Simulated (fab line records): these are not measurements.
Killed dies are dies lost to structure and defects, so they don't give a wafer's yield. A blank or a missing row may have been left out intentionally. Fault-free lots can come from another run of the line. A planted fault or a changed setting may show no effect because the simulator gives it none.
fab line records	flow nand-harc	part 1 of 2: steps 1 to 26 of 35
[record] lots = 5	wafers = 15	last-day = 23
route steps=1159 shown P_GATE@214 P_CONTACT@217
lots with no fault: from the same line, run without faults
start-h: hours from the record's first day to the start of the lot's first wafer shown	wait-h: how many hours have passed since the lot's step before this one	" same as the row above	L1.1+2: a row that stands for several wafers	- no value present, or no start provided	* or withheld: withheld	< > ~ a bound
route shown NAME@n: names a module that has steps shown in the file, with the first one's number in the route	usual: mean/standard deviation taken from wafers without a fault	same: alike in all rows	chamber/n: place in a boat	sites: readings site by site	_std_site: their standard deviation	_edge_site: mean of outer sites minus mean of inner sites	radius-mm: for every site, how far away it sits from the centre of the wafer	mask NAME#n: copy n	behind: tool/chamber where the wafer was last shaped	hold: why the lot was held/for how many hours/how that ended	device: transistor that didn't switch, given as n, p or np	end of line: tests run on the same wafers once the route is complete	for a step that has no rows: nothing shown but its recipe	killed: count of dies lost to structure and defects at first sort (not the wafer's yield)	map: a wafer's dies, x killed, . not, _ none there
set.NAME: setting as actually run; set.NAME@STEP: the setting as run at that earlier step	model.NAME: the simulator's own value behind a step, which no gauge read
lots seen at some steps along the route; tables by step, rows by wafer
services: when a tool's chamber went out of use (start-h, in hours from the record's first day, below 0 if earlier), for how many hours, and the reason
[[steps]]
[step NHARC_P_GATE_STRIP_67]
[recipe] time-s = 600	temp-c = 130	chemistry = SPM
[same] time-s = 600
lot.wafer	tool	chamber	start-h	wait-h
L075.4+3+1	wet-bench-05	5,6,0	116.64	0.1
L079.5+1+6	wet-bench-01	6,1,3	145.57	0.1
L090.2+3+4	wet-bench-01	6,7,0	200.08	0.1
L089.4+6+5	wet-bench-09	7,1,2	202.15	0.1
L091.3+4+1	wet-bench-01	0,1,2	209.89	0.1
[step NHARC_P_GATE_RTA_82]
[recipe] temp-c = 450	time-s = 30
[usual] lamp-power-pct = 3.927/0.026	lamp_zone_3_pct = 3.927/0.026	wafer_temp_C_max = 451.7/0.41
[same] time-s = 30
lot.wafer	tool	chamber	start-h	wait-h	lamp-power-pct	lamp_zone_3_pct	wafer_temp_C_max
L075.1	rtp-anneal-01	0	116.89	-	3.945	3.944	451.9
L075.3	"	0	"	"	3.943	3.941	451.9
L075.4	"	0	"	"	3.944	3.938	452.5
L079.1	rtp-anneal-01	0	145.83	-	3.938	3.945	452.0
L079.5	"	0	"	"	3.948	3.944	452.1
L079.6	"	0	"	"	3.947	3.945	452.1
L090.2	rtp-anneal-01	0	200.37	-	3.952	3.949	452.0
L090.3	"	0	"	"	3.945	3.950	451.2
L090.4	"	0	"	"	3.946	3.948	451.5
L089.4	rtp-anneal-01	0	202.48	-	3.946	3.946	451.6
L089.5	"	0	"	"	3.947	3.944	452.1
L089.6	"	0	"	"	3.939	3.945	451.8
L091.1	rtp-anneal-02	0	210.14	-	3.893	3.889	451.0
L091.3	"	0	"	"	3.884	3.893	451.2
L091.4	"	0	"	"	3.886	3.894	451.8
[step NHARC_P_GATE_INSPECT_68]
[usual] raw-defect-count = 202/73
lot.wafer	tool	chamber	start-h	wait-h	raw-defect-count
L075.1	defect-inspect-02	-	117.09	0.2	147
L075.3	"	-	"	"	161
L075.4	"	-	"	"	153
L079.1	defect-inspect-01	-	146.02	0.2	203
L079.5	"	-	"	"	276
L079.6	"	-	"	"	221
L090.2	defect-inspect-01	-	200.56	0.2	188
L090.3	"	-	"	"	132
L090.4	"	-	"	"	114
L089.4	defect-inspect-01	-	202.60	0.1	238
L089.5	"	-	"	"	233
L089.6	"	-	"	"	235
L091.1	defect-inspect-02	-	210.34	0.2	212
L091.3	"	-	"	"	228
L091.4	"	-	"	"	273
[step NHARC_P_CONTACT_DEP_30]
[recipe] target-thk-a = 300	temp-c = 400	target-thk-nm = 30	flow-sccm = 200	rf-w = 450	material = SiNx
[usual] heater-power-outer-w = 432/73	heater-power-w = 696/100
lot.wafer	tool	chamber	start-h	wait-h	heater-power-outer-w	heater-power-w
L075.1	pecvd-04	1	117.15	0.1	481	766
L075.3	"	2	"	"	401	690
L075.4	"	0	"	"	352	590
L079.1	pecvd-01	2	146.17	0.1	329	590
L079.5	"	0	"	"	410	700
L079.6	"	1	"	"	417	613
L090.2	pecvd-02	1	200.80	0.2	546	873
L090.3	"	2	"	"	434	693
L090.4	"	2	"	"	433	689
L089.4	pecvd-02	0	202.78	0.2	497	747
L089.5	"	1	"	"	560	905
L089.6	"	2	"	"	421	692
L091.1	pecvd-01	2	210.41	0.1	313	545
L091.3	"	1	"	"	351	517
L091.4	"	0	"	"	423	717
[step NHARC_P_CONTACT_DEP_00]
[recipe] target-thk-a = 5000	temp-c = 400	pressure-torr = 6.5	rf-w = 900	teos-flow-sccm = 161.4	flow-sccm = 2650	target-thk-nm = 500	gas = O2	material = SiO2
[usual] heater-power-outer-w = 315/69	heater-power-w = 539/100	throttle-valve-pct = 16.1/0.97
lot.wafer	tool	chamber	start-h	wait-h	heater-power-outer-w	heater-power-w	throttle-valve-pct
L075.1	pecvd-04	1	-	-	341	597	15.7
L075.3	"	2	"	"	368	639	16.0
L075.4	"	0	"	"	171	363	15.4
L079.1	pecvd-01	2	-	-	260	488	16.7
L079.5	"	0	"	"	246	487	13.8
L079.6	"	1	"	"	207	336	16.3
L090.2	pecvd-02	1	-	-	384	628	17.3
L090.3	"	2	"	"	352	605	15.8
L090.4	"	2	"	"	376	615	15.9
L089.4	pecvd-02	0	-	-	319	517	16.4
L089.5	"	1	"	"	419	681	17.2
L089.6	"	2	"	"	314	539	15.9
L091.1	pecvd-01	2	-	-	265	486	17.0
L091.3	"	1	"	"	304	451	16.8
L091.4	"	0	"	"	306	556	14.1
[step NHARC_P_CONTACT_CMP_01]
[recipe] target-thk-nm = 200	material = SiO2
[usual] motor-current-A = 12.0/0.86
lot.wafer	tool	chamber	start-h	wait-h	motor-current-A
L075.4	cmp-02	2	117.87	-	11.0
L075.1	"	3	"	"	11.2
L075.3	"	1	"	"	12.5
L079.1	cmp-03	0	146.88	-	12.4
L079.6	"	1	"	"	11.0
L079.5	"	2	"	"	11.1
L090.4	cmp-01	0	201.53	-	11.1
L090.2	"	1	"	"	11.4
L090.3	"	2	"	"	12.3
L089.4	cmp-01	1	203.44	-	11.0
L089.6	"	2	"	"	12.9
L089.5	"	3	"	"	11.4
L091.3	cmp-03	2	211.12	-	10.9
L091.4	"	0	"	"	13.2
L091.1	"	1	"	"	12.0
[step NHARC_P_CONTACT_SRD_03]
lot.wafer	tool	chamber	start-h	wait-h
L075.3+1+4	wet-bench-03	0,1,4	118.17	0.0
L079.1+5+6	wet-bench-06	4,5,1	147.10	0.0
L090.4+2+3	wet-bench-07	1,2,3	201.82	0.1
L089.4+6+5	wet-bench-03	5,6,0	203.67	0.0
L091.4+3+1	wet-bench-06	7,1,4	211.42	0.0
[step NHARC_P_CONTACT_DEHYDRATE_04]
[recipe] temp-c = 150	time-s = 120
[same] time-s = 120
lot.wafer	tool	chamber	start-h	wait-h
L075.1+3+4	litho-track-04	0	118.25	0.1
L079.1+5+6	litho-track-01	0	147.19	0.1
L090.2+3+4	litho-track-04	0	201.90	0.1
L089.4+5+6	litho-track-04	0	203.75	0.1
L091.1+3+4	litho-track-06	0	211.53	0.1
[step NHARC_P_CONTACT_HMDS_05]
[recipe] time-s = 30
[same] time-s = 30
lot.wafer	tool	chamber	start-h	wait-h
L075.1+3+4	litho-track-04	0	-	-
L079.1+5+6	litho-track-01	0	-	-
L090.2+3+4	litho-track-04	0	-	-
L089.4+5+6	litho-track-04	0	-	-
L091.1+3+4	litho-track-06	0	-	-
[step NHARC_P_CONTACT_COAT_33]
[recipe] temp-c = 260	time-s = 75
[same] time-s = 75
lot.wafer	tool	chamber	start-h	wait-h
L075.1+3+4	litho-track-04	0	-	-
L079.1+5+6	litho-track-01	0	-	-
L090.2+3+4	litho-track-04	0	-	-
L089.4+5+6	litho-track-04	0	-	-
L091.1+3+4	litho-track-06	0	-	-
[step NHARC_P_CONTACT_COAT_34]
[recipe] temp-c = 225	time-s = 65
[same] time-s = 65
lot.wafer	tool	chamber	start-h	wait-h
L075.1+3+4	litho-track-04	0	-	-
L079.1+5+6	litho-track-01	0	-	-
L090.2+3+4	litho-track-04	0	-	-
L089.4+5+6	litho-track-04	0	-	-
L091.1+3+4	litho-track-06	0	-	-
[step NHARC_P_CONTACT_COAT_06]
[recipe] spin-rpm = 1500	resist-thk-nm = 90
[usual] dispense-pressure-kPa = 43.9/2.6
lot.wafer	tool	chamber	start-h	wait-h	dispense-pressure-kPa
L075.1	litho-track-04	0	-	-	43.7
L075.3	"	0	"	"	43.7
L075.4	"	0	"	"	43.7
L079.1	litho-track-01	0	-	-	47.1
L079.5	"	0	"	"	47.1
L079.6	"	0	"	"	47.1
L090.2	litho-track-04	0	-	-	43.7
L090.3	"	0	"	"	43.7
L090.4	"	0	"	"	43.7
L089.4	litho-track-04	0	-	-	43.8
L089.5	"	0	"	"	43.8
L089.6	"	0	"	"	43.7
L091.1	litho-track-06	0	-	-	40.6
L091.3	"	0	"	"	40.7
L091.4	"	0	"	"	40.6
[step NHARC_P_CONTACT_SOFTBAKE_07]
[recipe] temp-c = 105	time-s = 55
[same] time-s = 55
lot.wafer	tool	chamber	start-h	wait-h
L075.1+3+4	litho-track-04	0	-	-
L079.1+5+6	litho-track-01	0	-	-
L090.2+3+4	litho-track-04	0	-	-
L089.4+5+6	litho-track-04	0	-	-
L091.1+3+4	litho-track-06	0	-	-
[step NHARC_P_CONTACT_EBR_08]
lot.wafer	tool	chamber	start-h	wait-h
L075.1+3+4	litho-track-04	0	-	-
L079.1+5+6	litho-track-01	0	-	-
L090.2+3+4	litho-track-04	0	-	-
L089.4+5+6	litho-track-04	0	-	-
L091.1+3+4	litho-track-06	0	-	-
[step NHARC_P_CONTACT_EXPOSE_09]
[recipe] na = 1.35	target-cd-nm = 90	dose-mj = 81.26	mask-id = P_CA
lot.wafer	tool	chamber	start-h	wait-h	mask
L075.1+3+4	arfi-scanner-01	0	118.43	-	P_CA#0
L079.1+5+6	arfi-scanner-03	0	147.37	-	P_CA#0
L090.2+3+4	arfi-scanner-03	0	202.21	-	P_CA#0
L089.4+5+6	arfi-scanner-01	0	204.07	-	P_CA#0
L091.1+3+4	arfi-scanner-02	0	211.84	-	P_CA#0
[step NHARC_P_CONTACT_PEB_10]
[recipe] peb-temp-c = 100	peb-time-s = 65
lot.wafer	tool	chamber	start-h	wait-h
L075.1+3+4	litho-track-01	0	118.49	0.1
L079.1+5+6	litho-track-06	0	147.43	0.1
L090.2+3+4	litho-track-01	0	202.27	0.1
L089.4+5+6	litho-track-01	0	204.13	0.1
L091.1+3+4	litho-track-06	0	211.90	0.1
[step NHARC_P_CONTACT_DEVELOP_11]
[recipe] develop-time-s = 35	dev-temp-c = 23
lot.wafer	tool	chamber	start-h	wait-h
L075.1+3+4	litho-track-01	0	-	-
L079.1+5+6	litho-track-06	0	-	-
L090.2+3+4	litho-track-01	0	-	-
L089.4+5+6	litho-track-01	0	-	-
L091.1+3+4	litho-track-06	0	-	-
[step NHARC_P_CONTACT_CD_MEAS_12]
[recipe] target-cd-nm = 90	landing-energy-ev = 500
[usual] cd-nm = 90.1/0.49
lot.wafer	tool	chamber	start-h	wait-h	cd-nm
L075.1	cd-sem-01	0	118.57	-	89.5
L075.3	"	0	"	"	90.5
L075.4	"	0	"	"	89.8
L079.1	cd-sem-03	0	147.51	-	90.3
L079.5	"	0	"	"	90.0
L079.6	"	0	"	"	90.3
L090.2	cd-sem-01	0	202.35	-	89.9
L090.3	"	0	"	"	90.3
L090.4	"	0	"	"	89.9
L089.4	cd-sem-03	0	204.21	-	90.5
L089.5	"	0	"	"	90.5
L089.6	"	0	"	"	90.4
L091.1	cd-sem-03	0	211.98	-	89.6
L091.3	"	0	"	"	89.2
L091.4	"	0	"	"	88.7
[step NHARC_P_CONTACT_OVL_MEAS_13]
[usual] overlay-x-nm = 0.2/0.67	overlay-y-nm = -0.3/0.94
lot.wafer	tool	chamber	start-h	wait-h	overlay-x-nm	overlay-y-nm
L075.1	overlay-01	-	118.67	-	0.5	0.9
L075.3	"	-	"	"	1.2	0.9
L075.4	"	-	"	"	0.7	1.0
L079.1	overlay-02	-	147.60	-	-0.3	-2.7
L079.5	"	-	"	"	-0.4	-2.0
L079.6	"	-	"	"	0.3	-1.9
L090.2	overlay-02	-	202.43	-	0.7	0.5
L090.3	"	-	"	"	0.4	0.3
L090.4	"	-	"	"	0.4	0.3
L089.4	overlay-01	-	204.30	-	1.9	-2.1
L089.5	"	-	"	"	1.9	-1.5
L089.6	"	-	"	"	1.7	-1.4
L091.1	overlay-01	-	212.07	-	0.0	0.3
L091.3	"	-	"	"	-0.3	0.7
L091.4	"	-	"	"	0.0	1.1
[step NHARC_P_CONTACT_INSPECT_14]
[usual] raw-defect-count = 3.7/2.6
lot.wafer	tool	chamber	start-h	wait-h	raw-defect-count
L075.1	defect-inspect-01	-	118.70	0.0	2
L075.3	"	-	"	"	4
L075.4	"	-	"	"	5
L079.1	defect-inspect-01	-	147.64	0.0	0
L079.5	"	-	"	"	0
L079.6	"	-	"	"	2
L090.2	defect-inspect-02	-	202.47	0.0	10
L090.3	"	-	"	"	2
L090.4	"	-	"	"	3
L089.4	defect-inspect-02	-	204.33	0.0	7
L089.5	"	-	"	"	3
L089.6	"	-	"	"	2
L091.1	defect-inspect-01	-	212.11	0.0	4
L091.3	"	-	"	"	7
L091.4	"	-	"	"	3
[step NHARC_P_CONTACT_DESCUM_17]
[recipe] time-s = 3	o2-flow-sccm = 200	ar-flow-sccm = 0	bias-power-w = 0	chemistry = O2
[usual] drypump-motor-current-A = 6.0/0.56	mfc-ar-sccm = 0.007/0.011	oes-product-au = 0.997/0.0078	rf-vpp-V = 57.9/0.82	showerhead-plenum-p-Torr = 1.95/0.072	throttle-valve-pct = 11.310/0.0099
[same] bias-power-w = 0	time-s = 3
lot.wafer	tool	chamber	start-h	wait-h	drypump-motor-current-A	mfc-ar-sccm	oes-product-au	rf-hours-counter-h	rf-vpp-V	showerhead-plenum-p-Torr	throttle-valve-pct
L075.1	rie-diel-11	1	118.76	0.1	6.6	0.030	1.017	9	58.9	1.94	11.290
L075.3	"	3	"	"	5.3	0.001	0.999	12	56.5	1.88	11.314
L075.4	"	0	"	"	6.4	0	0.991	10	57.4	1.84	11.315
L079.1	rie-diel-01	0	147.71	0.1	6.5	0	1.001	0	57.9	1.97	11.299
L079.5	"	3	"	"	6.6	0	0.992	-	57.6	1.96	11.297
L079.6	"	0	"	"	6.5	0	0.997	-	56.7	1.97	11.309
L090.2	rie-diel-11	1	202.53	0.1	6.5	0.030	0.999	0	56.9	1.94	11.311
L090.3	"	1	"	"	6.6	0.030	0.997	-	58.4	1.94	11.296
L090.4	"	2	"	"	6.0	0	1.000	-	58.7	2.02	11.295
L089.4	rie-diel-01	3	204.43	0.1	6.7	0	0.996	-	58.4	1.96	11.297
L089.5	"	0	"	"	6.5	0	0.996	-	58.8	1.97	11.310
L089.6	"	1	"	"	5.9	0.022	0.997	-	58.1	2.01	11.318
L091.3	rie-diel-11	0	212.17	0.1	6.4	0	0.997	0	57.0	1.84	11.291
L091.1	"	1	"	"	6.5	0.030	1.001	1	58.3	1.94	11.299
L091.4	"	3	"	"	5.3	0.001	0.999	0	56.2	1.87	11.315
[step NHARC_P_CONTACT_ETCH_35]
[recipe] target-depth-a = 390	over-etch-frac = 0.3	time-s = 65	ion-energy-ev = 80	cf4-flow-sccm = 150	ar-flow-sccm = 0	rf-w = 300	bias-w = 100	chemistry = CF4
[usual] drypump-motor-current-A = 6.0/0.55	mfc-ar-sccm = 0.007/0.011	oes-product-au = 0.999/0.0068	rf-vpp-V = 151.7/1.1	showerhead-plenum-p-Torr = 1.80/0.06	throttle-valve-pct = 13.284/0.0092
[same] time-s = 65
lot.wafer	tool	chamber	start-h	wait-h	drypump-motor-current-A	mfc-ar-sccm	oes-product-au	rf-hours-counter-h	rf-vpp-V	showerhead-plenum-p-Torr	throttle-valve-pct
L075.4	rie-diel-11	3	118.86	0.1	5.4	0.001	0.990	12	150.3	1.74	13.285
L075.3	"	0	"	"	6.4	0	0.998	10	149.8	1.71	13.288
L075.1	"	1	"	"	6.6	0.030	1.008	9	152.3	1.79	13.279
L079.1	rie-diel-01	3	147.80	0.1	6.6	0	1.001	0	153.1	1.81	13.278
L079.5	"	0	"	"	6.5	0	0.993	-	151.4	1.82	13.295
L079.6	"	1	"	"	5.8	0.022	1.001	-	151.6	1.85	13.277
L090.2	rie-diel-11	1	202.67	0.1	6.6	0.030	0.984	0	150.6	1.79	13.284
L090.4	"	1	"	"	6.6	0.030	0.990	-	151.4	1.79	13.285
L090.3	"	2	"	"	6.0	0	0.986	-	152.6	1.86	13.291
L089.6	rie-diel-01	1	204.52	0.1	5.8	0.022	1.003	-	154.0	1.85	13.306
L089.4	"	3	"	"	6.6	0	1.001	-	151.5	1.81	13.286
L089.5	"	0	"	"	6.5	0	1.004	-	150.9	1.82	13.291
L091.4	rie-diel-11	3	212.25	0.1	5.4	0.001	0.997	0	150.8	1.73	13.276
L091.1	"	1	"	"	6.6	0.030	1.002	1	151.9	1.79	13.298
L091.3	"	2	"	"	6.0	0	0.999	1	153.2	1.86	13.282
[step NHARC_P_CONTACT_ETCH_36]
[recipe] target-depth-a = 2600	over-etch-frac = 0.25	time-s = 406.25	ion-energy-ev = 200	n2-flow-sccm = 150	h2-flow-sccm = 150	ar-flow-sccm = 0	rf-w = 400	bias-w = 150	chemistry = N2/H2
[usual] drypump-motor-current-A = 6.0/0.57	mfc-ar-sccm = 0.006/0.011	oes-product-au = 0.999/0.0071	rf-vpp-V = 431.7/2.4	showerhead-plenum-p-Torr = 2.09/0.078	throttle-valve-pct = 14.172/0.009
[same] time-s = 406.25
lot.wafer	tool	chamber	start-h	wait-h	drypump-motor-current-A	mfc-ar-sccm	oes-product-au	rf-hours-counter-h	rf-vpp-V	showerhead-plenum-p-Torr	throttle-valve-pct
L075.4	rie-diel-11	3	-	-	5.3	0.001	0.997	12	430.2	2.00	14.191
L075.3	"	1	"	"	6.6	0.030	1.010	9	431.8	2.07	14.170
L075.1	"	2	"	"	6.0	0	0.996	11	433.4	2.16	14.158
L079.1	rie-diel-01	1	-	-	5.9	0.022	0.987	0	432.7	2.15	14.173
L079.6	"	2	"	"	4.9	0	1.006	-	433.5	2.17	14.171
L079.5	"	3	"	"	6.6	0	0.989	-	432.0	2.09	14.175
L090.2	rie-diel-11	1	202.80	0.1	6.6	0.030	0.999	0	431.8	2.07	14.165
L090.3	"	1	"	"	6.6	0.030	1.005	-	430.8	2.07	14.195
L090.4	"	2	"	"	6.0	0	0.995	-	433.6	2.16	14.165
L089.5	rie-diel-01	1	-	-	5.9	0.022	1.001	-	434.0	2.15	14.182
L089.4	"	3	"	"	6.6	0	0.986	-	430.8	2.09	14.168
L089.6	"	0	"	"	6.5	0	0.998	-	432.0	2.10	14.164
L091.3	rie-diel-11	2	-	-	6.0	0	1.001	1	433.8	2.16	14.192
L091.4	"	3	"	"	5.4	0.001	0.999	1	429.9	1.99	14.175
L091.1	"	1	"	"	6.6	0.030	1.000	1	430.5	2.07	14.175
[step NHARC_P_CONTACT_ETCH_18]
[recipe] target-depth-a = 4810	time-s = 240.5	c4f8-flow-sccm = 20	o2-flow-sccm = 10	ar-flow-sccm = withheld	rf-w = 600	bias-w = 1500	chemistry = C4F8/O2/Ar
[usual] oes-product-au = 0.959/0.017	rf-vpp-V = 981/4.8
[same] time-s = 240.5
lot.wafer	tool	chamber	start-h	wait-h	oes-product-au	rf-hours-counter-h	rf-vpp-V
L075.4	rie-diel-11	3	-	-	0.925	12	974
L075.3	"	1	"	"	0.926	9	982
L075.1	"	2	"	"	0.911	11	984
L079.1	rie-diel-01	0	-	-	0.954	0	981
L079.6	"	0	"	"	0.958	-	982
L079.5	"	1	"	"	0.982	-	986
L090.3	rie-diel-11	1	203.31	0.3	0.956	0	980
L090.2	"	2	"	"	0.951	0	985
L090.4	"	0	"	"	1.004	-	972
L089.4	rie-diel-01	0	-	-	0.942	-	983
L089.6	"	1	"	"	0.958	-	984
L089.5	"	3	"	"	0.946	-	981
L091.4	rie-diel-11	0	-	-	0.949	1	973
L091.3	"	2	"	"	0.976	1	986
L091.1	"	3	"	"	0.959	1	976
[step NHARC_P_CONTACT_STRIP_37]
[recipe] c4f8-flow-sccm = withheld	o2-flow-sccm = 8	ar-flow-sccm = withheld	bias-w = 0	chemistry = C4F8/O2/Ar
lot.wafer	tool	chamber	start-h	wait-h
L075.3+1+4	rie-diel-11	1,2,3	-	-
L079.1+5+6	rie-diel-01	3,0,1	-	-
L090.2+3+4	rie-diel-11	0,1,2	-	-
L089.5+6+4	rie-diel-01	1,3,0	-	-
L091.3+4+1	rie-diel-11	2,3,1	-	-
[step NHARC_P_CONTACT_ETCH_31]
[recipe] target-depth-a = 300	time-s = 85.7	ion-energy-ev = 120	over-etch-frac = 1	ch3f-flow-sccm = 50	o2-flow-sccm = 30	ar-flow-sccm = 200	rf-w = 500	bias-w = 100	chemistry = CH3F/O2
[usual] drypump-motor-current-A = 6.0/0.57	mfc-ar-sccm = 199.9/0.6	oes-product-au = 0.979/0.012	rf-vpp-V = 245.0/1.5	showerhead-plenum-p-Torr = 2.51/0.087	throttle-valve-pct = 20.664/0.0094
[same] time-s = 85.7
lot.wafer	tool	chamber	start-h	wait-h	drypump-motor-current-A	mfc-ar-sccm	oes-product-au	rf-hours-counter-h	rf-vpp-V	showerhead-plenum-p-Torr	throttle-valve-pct
L075.3	rie-diel-11	2	-	-	6.0	199.9	0.954	11	246.2	2.60	20.651
L075.4	"	3	"	"	5.3	199.6	0.952	12	243.3	2.41	20.663
L075.1	"	1	"	"	6.6	200.5	0.952	9	245.6	2.50	20.665
L079.1	rie-diel-01	2	-	-	4.9	200.9	0.997	0	245.4	2.60	20.654
L079.6	"	3	"	"	6.7	199.5	0.976	-	244.6	2.51	20.666
L079.5	"	0	"	"	6.5	199.1	0.978	-	246.0	2.53	20.668
L090.3	rie-diel-11	1	-	-	6.6	199.7	0.986	1	246.6	2.49	20.672
L090.2	"	2	"	"	6.0	199.3	0.991	1	246.9	2.59	20.664
L090.4	"	2	"	"	6.0	199.2	0.972	-	248.1	2.59	20.666
L089.6	rie-diel-01	1	-	-	5.8	200.1	0.977	-	246.3	2.58	20.661
L089.5	"	3	"	"	6.6	199.4	0.961	-	246.6	2.51	20.659
L089.4	"	0	"	"	6.5	199.8	0.966	-	244.4	2.53	20.650
L091.4	rie-diel-11	2	-	-	6.0	200.2	0.989	1	244.8	2.59	20.658
L091.1	"	3	"	"	5.3	200.1	1.003	1	243.2	2.41	20.680
L091.3	"	1	"	"	6.6	198.4	0.975	1	244.1	2.49	20.661
